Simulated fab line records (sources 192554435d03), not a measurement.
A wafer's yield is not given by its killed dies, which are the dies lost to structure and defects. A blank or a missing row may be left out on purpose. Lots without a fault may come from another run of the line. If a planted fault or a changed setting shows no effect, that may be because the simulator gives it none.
fab line records + flow n5_finfet
[record]
- lots = 7
- wafers = 21
route steps=1938 shown BEOL_M14@1722 BEOL_M15@1796 PASSIVATION@1929
start_h: hours from the record's first day to the start of the lot's first wafer shown + wait_h: hours from the lot's prior step to this one + " identical to the entry in the row above + L1.1+2: a row that stands for several wafers + - no value, or no start was given + * or withheld: withheld + < > ~ a bound
route shown NAME@n: NAME is a module with steps in the file, n the number in the route of the first one + usual: mean/standard deviation taken from wafers without a fault + same: alike in all rows + chamber/n: place in a boat + sites: the reading at each site + _std_site: standard deviation of those values + _edge_site: mean of outer sites minus mean of inner sites + radius_mm: for every site, how far away it sits from the centre of the wafer + mask NAME#n: copy n + behind: the tool/chamber that last shaped the wafer + hold: why the lot went on hold/how many hours it stayed there/how the hold came to an end + device: the transistor (n, p or np) that didn't switch + end of line: the route-end tests of the same wafers + step lacking rows: just its recipe + killed: not the wafer's yield, but the dies lost to structure and defects at the first sort + map: per-die view of a wafer (x killed, . not killed, _ where there is no die)
set.NAME: the setting the step ran with; set.NAME@STEP: the setting that earlier step ran with + model.NAME: the simulator's own value behind a step, which no gauge read
lots whose settings were changed on purpose; a table a step, a row a wafer
[[steps]]
[step N5_BEOL_M14_EXPOSE_07]
[recipe]
- mask_id = V13
- na = 0.8
- source_shape = annular
- sigma_inner = 0.5
- sigma_outer = 0.8
- polarization = unpolarized
- attpsm_phase_deg = 180
- dose_mj = 57
| lot.wafer  | tool           | chamber | start_h | wait_h | mask  | set.dose_mj |
|------------|----------------|---------|---------|--------|-------|-------------|
| L074.2     | krf_scanner-01 | 0       | 269.48  | -      | V13#0 | 59.39       |
| L074.4+6   | "              | 0       | "       | "      | V13#0 | 57          |
| L076.1     | krf_scanner-02 | 0       | 269.90  | -      | V13#0 | 60.4        |
| L076.2+4   | "              | 0       | "       | "      | V13#0 | 57          |
| L077.1+6   | krf_scanner-02 | 0       | 296.11  | -      | V13#0 | 59.02       |
| L077.2     | "              | 0       | "       | "      | V13#0 | 57          |
| L085.1+6   | krf_scanner-02 | 0       | 370.67  | -      | V13#0 | 57          |
| L085.5     | "              | 0       | "       | "      | V13#0 | 58.57       |
| L089.1+3+6 | krf_scanner-02 | 0       | 387.63  | -      | V13#0 | 57          |
| L096.1+4+5 | krf_scanner-01 | 0       | 419.23  | -      | V13#0 | 54.06       |
| L095.1+2+6 | krf_scanner-01 | 0       | 420.95  | -      | V13#0 | 57          |
[step N5_BEOL_M14_PEB_08]
[recipe]
- peb_temp_c = 130
- peb_time_s = 90
[step N5_BEOL_M14_DEVELOP_09]
[recipe]
- develop_time_s = 45
- rinse_liquid = diw
- dry = air_spin
- dev_temp_c = 21
[step N5_BEOL_M14_HARDBAKE_14]
[recipe]
- temp_c = 130
- time_s = 120
[step N5_BEOL_M14_CD_MEAS_10]
[recipe]
- target_cd_nm = 250
- landing_energy_ev = 500
- detector = se_inlens
- polarity = opening
[usual]
- cd_nm = 251.2/1.4
| lot.wafer | tool      | chamber | start_h | wait_h | set.dose_mj@BEOL_M14_EXPOSE_07 | cd_nm |
|-----------|-----------|---------|---------|--------|--------------------------------|-------|
| L074.2    | cd_sem-01 | 0       | 269.65  | -      | 59.39                          | 258.7 |
| L074.4    | "         | 0       | "       | "      | 57                             | 250.0 |
| L074.6    | "         | 0       | "       | "      | 57                             | 249.8 |
| L076.1    | cd_sem-01 | 0       | 270.08  | -      | 60.4                           | 262.1 |
| L076.2    | "         | 0       | "       | "      | 57                             | 253.6 |
| L076.4    | "         | 0       | "       | "      | 57                             | 252.0 |
| L077.1    | cd_sem-03 | 0       | 296.28  | -      | 59.02                          | 257.2 |
| L077.2    | "         | 0       | "       | "      | 57                             | 249.7 |
| L077.6    | "         | 0       | "       | "      | 59.02                          | 258.8 |
| L085.1    | cd_sem-01 | 0       | 370.85  | -      | 57                             | 249.6 |
| L085.5    | "         | 0       | "       | "      | 58.57                          | 256.3 |
| L085.6    | "         | 0       | "       | "      | 57                             | 249.6 |
| L089.1    | cd_sem-03 | 0       | 387.81  | -      | 57                             | 252.0 |
| L089.3    | "         | 0       | "       | "      | 57                             | 253.2 |
| L089.6    | "         | 0       | "       | "      | 57                             | 251.8 |
| L096.1    | cd_sem-01 | 0       | 419.40  | -      | 54.06                          | 240.4 |
| L096.4    | "         | 0       | "       | "      | 54.06                          | 240.7 |
| L096.5    | "         | 0       | "       | "      | 54.06                          | 240.3 |
| L095.1    | cd_sem-03 | 0       | 421.13  | -      | 57                             | 250.4 |
| L095.2    | "         | 0       | "       | "      | 57                             | 250.5 |
| L095.6    | "         | 0       | "       | "      | 57                             | 250.5 |
[step N5_BEOL_M14_DESCUM_15]
[recipe]
- chemistry = O2
- time_s = 7.9
- source_power_w = 50
- bias_power_w = 20
- pressure_mtorr = 20
- rf_frequency_hz = 2.712e+07
- temp_c = 40
- o2_flow_sccm = 225
[step N5_BEOL_M14_ETCH_59]
[recipe]
- chemistry = N2/H2
- target = BARC
- target_depth_a = 890
- overetch_a = 267
- time_s = 67.9
- ion_energy_ev = 200
- pressure_mtorr = 30
- source_w = 840
- bias_w = 150
- n2_flow_sccm = 200
- h2_flow_sccm = 200
[step N5_BEOL_M14_VIA_ETCH_16]
[recipe]
- chemistry = C4F8/O2/Ar
- target = SiO2
- he_inner_torr = 15
- he_outer_torr = 30
- target_depth_a = 12313
- time_s = withheld
- ion_energy_ev = 800
- pressure_mtorr = 20
- source_w = 1905
- bias_w = 2040
- Ar_flow_sccm = 400
- C4F8_flow_sccm = 16
- O2_flow_sccm = 12
- ends = cleared
| lot.wafer | tool        | chamber | start_h | wait_h | set.temp_c@BEOL_M14_ILD_DEP_00 | model.etch.depth_nm |
|-----------|-------------|---------|---------|--------|--------------------------------|---------------------|
| L074.2    | rie_diel-06 | 2       | 269.82  | 0.0    | 402.4                          | 1096                |
| L074.4    | "           | 0       | "       | "      | 402.4                          | 1104                |
| L074.6    | "           | 3       | "       | "      | 402.4                          | 1106                |
| L076.1    | rie_diel-06 | 0       | 270.25  | 0.0    | 400                            | 1113                |
| L076.2    | "           | 2       | "       | "      | 400                            | 1127                |
| L076.4    | "           | 3       | "       | "      | 400                            | 1136                |
| L077.1    | rie_diel-06 | 2       | 296.46  | 0.0    | 400                            | 1111                |
| L077.2    | "           | 1       | "       | "      | 400                            | 1122                |
| L077.6    | "           | 2       | "       | "      | 400                            | 1115                |
| L085.1    | rie_diel-04 | 2       | 371.14  | 0.0    | 400                            | 1115                |
| L085.5    | "           | 3       | "       | "      | 393.2                          | 1181                |
| L085.6    | "           | 0       | "       | "      | 393.2                          | 1175                |
| L089.1    | rie_diel-01 | 0       | 387.98  | 0.0    | 400                            | 1086                |
| L089.3    | "           | 3       | "       | "      | 400                            | 1096                |
| L089.6    | "           | 0       | "       | "      | 400                            | 1122                |
| L096.1    | rie_diel-01 | 0       | 419.70  | 0.0    | 402.2                          | 1085                |
| L096.4    | "           | 3       | "       | "      | 400                            | 1118                |
| L096.5    | "           | 2       | "       | "      | 400                            | 1111                |
| L095.1    | rie_diel-01 | 2       | 421.57  | 0.0    | 400                            | 1124                |
| L095.2    | "           | 0       | "       | "      | 395.8                          | 1166                |
| L095.6    | "           | 0       | "       | "      | 395.8                          | 1172                |
[step N5_BEOL_M14_STRIP_63]
[recipe]
- chemistry = O2
- power_w = 600
- temp_c = 60
- pressure_mtorr = 30
- rf_frequency_hz = 6e+07
- bias_power_w = 0
- overash_fraction = 0.3
- o2_flow_sccm = 225
[step N5_BEOL_M14_STRIP_64]
[recipe]
- chemistry = O2
- power_w = 600
- temp_c = 60
- pressure_mtorr = 30
- rf_frequency_hz = 6e+07
- bias_power_w = 0
- overash_fraction = 0.3
- o2_flow_sccm = 225
[step N5_BEOL_M14_STRIP_71]
[recipe]
- chemistry = post_etch_residue_remover
- time_s = 60
- temp_c = 25
- remover_ph = withheld
- remover_water_wt_pct = withheld
- remover_fluoride_wt_pct = withheld
[step N5_BEOL_M14_SRD_72]
[recipe]
- time_s = 30
- temp_c = 23
- rinse_liquid = diw
- dry = n2_spin
- spin_rpm = 1500
- dry_time_s = 30
[step N5_BEOL_M14_CD_MEAS_17]
[recipe]
- target_cd_nm = 250
- polarity = opening
[usual]
- cd_nm = 252.2/1.7
| lot.wafer | tool      | chamber | start_h | wait_h | set.dose_mj@BEOL_M14_EXPOSE_07 | cd_nm |
|-----------|-----------|---------|---------|--------|--------------------------------|-------|
| L074.2    | cd_sem-03 | -       | 270.18  | 0.0    | 59.39                          | 259.4 |
| L074.4    | "         | -       | "       | "      | 57                             | 249.7 |
| L074.6    | "         | -       | "       | "      | 57                             | 249.6 |
| L076.1    | cd_sem-01 | -       | 270.60  | 0.0    | 60.4                           | 263.2 |
| L076.2    | "         | -       | "       | "      | 57                             | 254.6 |
| L076.4    | "         | -       | "       | "      | 57                             | 251.8 |
| L077.1    | cd_sem-01 | -       | 296.81  | 0.0    | 59.02                          | 258.2 |
| L077.2    | "         | -       | "       | "      | 57                             | 251.6 |
| L077.6    | "         | -       | "       | "      | 59.02                          | 258.8 |
| L085.1    | cd_sem-02 | -       | 371.49  | 0.0    | 57                             | 249.5 |
| L085.5    | "         | -       | "       | "      | 58.57                          | 258.5 |
| L085.6    | "         | -       | "       | "      | 57                             | 251.0 |
| L089.1    | cd_sem-01 | -       | 388.37  | 0.0    | 57                             | 251.7 |
| L089.3    | "         | -       | "       | "      | 57                             | 255.0 |
| L089.6    | "         | -       | "       | "      | 57                             | 250.9 |
| L096.1    | cd_sem-01 | -       | 420.19  | 0.0    | 54.06                          | 239.9 |
| L096.4    | "         | -       | "       | "      | 54.06                          | 242.0 |
| L096.5    | "         | -       | "       | "      | 54.06                          | 240.8 |
| L095.1    | cd_sem-03 | -       | 421.92  | 0.0    | 57                             | 251.7 |
| L095.2    | "         | -       | "       | "      | 57                             | 251.1 |
| L095.6    | "         | -       | "       | "      | 57                             | 250.3 |
[step N5_BEOL_M15_COAT_60]
[recipe]
- resist = BARC
- temp_c = 205
- time_s = 60
- spin_rpm = 1500
- resist_thk_nm = 89
| lot.wafer | tool           | chamber | start_h | wait_h | set.spin_rpm | model.BARC_of_BEOL_M15_COAT_60.thk_nm |
|-----------|----------------|---------|---------|--------|--------------|---------------------------------------|
| L074.2    | litho_track-04 | 0       | 276.31  | 0.3    | 1500         | 88.6                                  |
| L074.4    | "              | 0       | "       | "      | 1663         | 84.2                                  |
| L074.6    | "              | 0       | "       | "      | 1663         | 84.4                                  |
| L076.1    | litho_track-03 | 0       | 276.47  | 0.3    | 1376         | 93                                    |
| L076.2    | "              | 0       | "       | "      | 1376         | 93.2                                  |
| L076.4    | "              | 0       | "       | "      | 1500         | 89.2                                  |
| L077.1+6  | litho_track-04 | 0       | 303.82  | 0.3    | 1500         | 89                                    |
| L077.2    | "              | 0       | "       | "      | 1500         | 88.6                                  |
| L085.1    | litho_track-04 | 0       | 378.58  | 0.3    | 1605         | 86                                    |
| L085.5    | "              | 0       | "       | "      | 1605         | 86.2                                  |
| L085.6    | "              | 0       | "       | "      | 1500         | 88.8                                  |
| L089.1    | litho_track-03 | 0       | 394.42  | 0.3    | 1500         | 89.2                                  |
| L089.3    | "              | 0       | "       | "      | 1500         | 89                                    |
| L089.6    | "              | 0       | "       | "      | 1500         | 89.4                                  |
| L096.1+4  | litho_track-02 | 0       | 431.07  | 0.3    | 1646         | 85.4                                  |
| L096.5    | "              | 0       | "       | "      | 1500         | 89.2                                  |
| L095.1+6  | litho_track-02 | 0       | 431.26  | 0.3    | 1500         | 88.8                                  |
| L095.2    | "              | 0       | "       | "      | 1599         | 86.2                                  |
[step N5_BEOL_M15_COAT_22]
[recipe]
- spin_rpm = 1704
- resist_thk_nm = 800
| lot.wafer | tool           | chamber | start_h | wait_h | set.spin_rpm | model.coat_of_BEOL_M15_COAT_22.thk_nm |
|-----------|----------------|---------|---------|--------|--------------|---------------------------------------|
| L074.2    | litho_track-04 | 0       | -       | -      | 1704         | 801                                   |
| L074.4    | "              | 0       | "       | "      | 1704         | 802.6                                 |
| L074.6    | "              | 0       | "       | "      | 1704         | 800.6                                 |
| L076.1    | litho_track-03 | 0       | -       | -      | 1704         | 803                                   |
| L076.2    | "              | 0       | "       | "      | 1704         | 802                                   |
| L076.4    | "              | 0       | "       | "      | 1704         | 800.6                                 |
| L077.1    | litho_track-04 | 0       | -       | -      | 1704         | 798.6                                 |
| L077.2    | "              | 0       | "       | "      | 1892         | 759.4                                 |
| L077.6    | "              | 0       | "       | "      | 1892         | 758.8                                 |
| L085.1    | litho_track-04 | 0       | -       | -      | 1704         | 800.2                                 |
| L085.5    | "              | 0       | "       | "      | 1704         | 800.4                                 |
| L085.6    | "              | 0       | "       | "      | 1704         | 802                                   |
| L089.1    | litho_track-03 | 0       | -       | -      | 1704         | 802.8                                 |
| L089.3    | "              | 0       | "       | "      | 1704         | 803.8                                 |
| L089.6    | "              | 0       | "       | "      | 1704         | 800.4                                 |
| L096.1    | litho_track-02 | 0       | -       | -      | 1704         | 797.4                                 |
| L096.4    | "              | 0       | "       | "      | 1891         | 755.2                                 |
| L096.5    | "              | 0       | "       | "      | 1891         | 756                                   |
| L095.1    | litho_track-02 | 0       | -       | -      | 1704         | 799.2                                 |
| L095.2    | "              | 0       | "       | "      | 1704         | 800.6                                 |
| L095.6    | "              | 0       | "       | "      | 1704         | 800                                   |
[step N5_BEOL_M15_EBR_24]
[recipe]
- solvent = PGMEA
- ebr_width_mm = 1.5
[step N5_BEOL_M15_SOFTBAKE_23]
[recipe]
- temp_c = 130
- time_s = 60
[step N5_BEOL_M15_DESCUM_33]
[recipe]
- chemistry = O2
- time_s = 7.9
- source_power_w = 50
- bias_power_w = 20
- pressure_mtorr = 20
- rf_frequency_hz = 2.712e+07
- temp_c = 40
- o2_flow_sccm = 225
[step N5_BEOL_M15_ETCH_61]
[recipe]
- chemistry = N2/H2
- target = BARC
- target_depth_a = 890
- overetch_a = 267
- time_s = 67.9
- ion_energy_ev = 200
- pressure_mtorr = 30
- source_w = 840
- bias_w = 150
- n2_flow_sccm = 200
- h2_flow_sccm = 200
| lot.wafer | tool        | chamber | start_h | wait_h | set.spin_rpm@BEOL_M15_COAT_60 | model.etch.depth_nm |
|-----------|-------------|---------|---------|--------|-------------------------------|---------------------|
| L074.2    | rie_diel-03 | 3       | 276.83  | 0.0    | 1500                          | 88.6                |
| L074.4    | "           | 1       | "       | "      | 1663                          | 84.14               |
| L074.6    | "           | 1       | "       | "      | 1663                          | 84.48               |
| L076.1    | rie_diel-02 | 2       | 277.00  | 0.0    | 1376                          | 93.08               |
| L076.2    | "           | 3       | "       | "      | 1376                          | 93.22               |
| L076.4    | "           | 1       | "       | "      | 1500                          | 89.22               |
| L077.1    | rie_diel-03 | 2       | 304.35  | 0.0    | 1500                          | 88.94               |
| L077.2    | "           | 0       | "       | "      | 1500                          | 88.68               |
| L077.6    | "           | 1       | "       | "      | 1500                          | 88.99               |
| L085.1    | rie_diel-05 | 1       | 379.20  | 0.0    | 1605                          | 85.98               |
| L085.5    | "           | 3       | "       | "      | 1605                          | 86.16               |
| L085.6    | "           | 2       | "       | "      | 1500                          | 88.89               |
| L089.1    | rie_diel-02 | 1       | 394.97  | 0.0    | 1500                          | 89.11               |
| L089.3    | "           | 0       | "       | "      | 1500                          | 88.98               |
| L089.6    | "           | 0       | "       | "      | 1500                          | 89.38               |
| L096.1    | rie_diel-05 | 1       | 431.58  | 0.0    | 1646                          | 85.38               |
| L096.4    | "           | 3       | "       | "      | 1646                          | 85.41               |
| L096.5    | "           | 0       | "       | "      | 1500                          | 89.18               |
| L095.1    | rie_diel-03 | 0       | 432.07  | 0.0    | 1500                          | 88.8                |
| L095.2    | "           | 3       | "       | "      | 1599                          | 86.23               |
| L095.6    | "           | 3       | "       | "      | 1500                          | 88.78               |
[step N5_BEOL_M15_TRENCH_ETCH_34]
[recipe]
- chemistry = C4F8/O2/Ar
- target = SiO2
- target_depth_a = 8729.3
- he_inner_torr = 15
- he_outer_torr = 30
- time_s = 199
- ion_energy_ev = 800
- pressure_mtorr = 20
- source_w = 1905
- bias_w = 2040
- Ar_flow_sccm = 400
- C4F8_flow_sccm = 16
- O2_flow_sccm = 12
| lot.wafer | tool        | chamber | start_h | wait_h | set.spin_rpm@BEOL_M15_COAT_22 | model.coat_of_BEOL_M15_COAT_22.thk_nm |
|-----------|-------------|---------|---------|--------|-------------------------------|---------------------------------------|
| L074.2    | rie_diel-03 | 3       | 276.88  | 0.0    | 1704                          | 545.2                                 |
| L074.4    | "           | 1       | "       | "      | 1704                          | 542.2                                 |
| L074.6    | "           | 1       | "       | "      | 1704                          | 540                                   |
| L076.1    | rie_diel-02 | 2       | 277.06  | 0.0    | 1704                          | 552.2                                 |
| L076.2    | "           | 3       | "       | "      | 1704                          | 551.6                                 |
| L076.4    | "           | 1       | "       | "      | 1704                          | 546.2                                 |
| L077.1    | rie_diel-03 | 2       | 304.41  | 0.0    | 1704                          | 543.4                                 |
| L077.2    | "           | 0       | "       | "      | 1892                          | 501.2                                 |
| L077.6    | "           | 1       | "       | "      | 1892                          | 497.2                                 |
| L085.1    | rie_diel-05 | 1       | 379.25  | 0.0    | 1704                          | 538.6                                 |
| L085.5    | "           | 3       | "       | "      | 1704                          | 545.6                                 |
| L085.6    | "           | 2       | "       | "      | 1704                          | 538.4                                 |
| L089.1    | rie_diel-02 | 1       | 395.02  | 0.0    | 1704                          | 549.8                                 |
| L089.3    | "           | 0       | "       | "      | 1704                          | 542.8                                 |
| L089.6    | "           | 0       | "       | "      | 1704                          | 538.6                                 |
| L096.1    | rie_diel-05 | 1       | 431.63  | 0.0    | 1704                          | 536.6                                 |
| L096.4    | "           | 3       | "       | "      | 1891                          | 503                                   |
| L096.5    | "           | 0       | "       | "      | 1891                          | 499                                   |
| L095.1    | rie_diel-03 | 0       | 432.12  | 0.0    | 1704                          | 537.6                                 |
| L095.2    | "           | 3       | "       | "      | 1704                          | 546.2                                 |
| L095.6    | "           | 3       | "       | "      | 1704                          | 544.2                                 |
[step N5_PASSIVATION_PASS_ETCH_47]
[recipe]
- chemistry = CF4/O2
- target = SiNx
- target_depth_a = 7700
- time_s = 385
- ion_energy_ev = 100
- pressure_mtorr = 40
- source_w = 535
- bias_w = 49
- Ar_flow_sccm = 100
- cf4_flow_sccm = 100
- O2_flow_sccm = 10
| lot.wafer | tool        | chamber | start_h | wait_h | set.time_s | model.etch.depth_nm |
|-----------|-------------|---------|---------|--------|------------|---------------------|
| L074.2    | rie_diel-01 | 2       | 291.11  | 0.0    | 385        | 756.4               |
| L074.4    | "           | 3       | "       | "      | 385        | 809                 |
| L074.6    | "           | 2       | "       | "      | 385        | 757.4               |
| L076.1    | rie_diel-04 | 3       | 294.64  | 0.0    | 385        | 787.7               |
| L076.2    | "           | 2       | "       | "      | 360.7      | 707.3               |
| L076.4    | "           | 1       | "       | "      | 385        | 781.6               |
| L077.1    | rie_diel-04 | 0       | 319.94  | 0.0    | 435.3      | 874.8               |
| L077.2    | "           | 1       | "       | "      | 385        | 769.6               |
| L077.6    | "           | 0       | "       | "      | 385        | 779.5               |
| L085.1    | rie_diel-06 | 3       | 396.53  | 0.0    | 385        | 787.8               |
| L085.5    | "           | 0       | "       | "      | 462.2      | 918.1               |
| L085.6    | "           | 3       | "       | "      | 462.2      | 939.8               |
| L089.1    | rie_diel-04 | 0       | 413.59  | 0.0    | 385        | 772.7               |
| L089.3    | "           | 1       | "       | "      | 385        | 780.9               |
| L089.6    | "           | 1       | "       | "      | 385        | 779.5               |
| L095.1    | rie_diel-04 | 2       | 447.25  | 0.0    | 385        | 771.1               |
| L095.2    | "           | 1       | "       | "      | 385        | 782.8               |
| L095.6    | "           | 0       | "       | "      | 345.2      | 695.6               |
| L096.1    | rie_diel-06 | 2       | 450.80  | 0.0    | 385        | 777.7               |
| L096.4    | "           | 2       | "       | "      | 385        | 767.9               |
| L096.5    | "           | 3       | "       | "      | 385        | 770.8               |
[[key]]
[split]
- step = N5_BEOL_M14_EXPOSE_07
- setting = dose_mj
- stated = 57
- by = wafer
[response]
- step = N5_BEOL_M14_CD_MEAS_10
- reading = cd_nm
- change = +1.91
- per = 1%
- r = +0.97
[response]
- step = N5_BEOL_M14_CD_MEAS_17
- reading = cd_nm
- change = +2.02
- per = 1%
- r = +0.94
[split]
- step = N5_BEOL_M15_COAT_60
- setting = spin_rpm
- stated = 1500
- by = wafer
[response]
- step = N5_BEOL_M15_COAT_60
- reading = model.BARC_of_BEOL_M15_COAT_60.thk_nm
- change = -0.407
- per = 1%
- r = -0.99
[response]
- step = N5_BEOL_M15_ETCH_61
- reading = model.etch.depth_nm
- change = -0.408
- per = 1%
- r = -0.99
[split]
- step = N5_BEOL_M15_COAT_22
- setting = spin_rpm
- stated = 1704
- by = wafer
[response]
- step = N5_BEOL_M15_COAT_22
- reading = model.coat_of_BEOL_M15_COAT_22.thk_nm
- change = -3.69
- per = 1%
- r = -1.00
[response]
- step = N5_BEOL_M15_TRENCH_ETCH_34
- reading = model.coat_of_BEOL_M15_COAT_22.thk_nm
- change = -3.63
- per = 1%
- r = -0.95
[split]
- step = N5_PASSIVATION_PASS_ETCH_47
- setting = time_s
- stated = 385
- by = wafer
[response]
- step = N5_PASSIVATION_PASS_ETCH_47
- reading = model.etch.depth_nm
- change = +7.6
- per = 1%
- r = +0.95
split outside_this_file step=N5_BEOL_M14_ILD_DEP_00 setting=temp_c
// split outside_this_file: this setting was split too, and the file shows its column; the key of that split is in another file
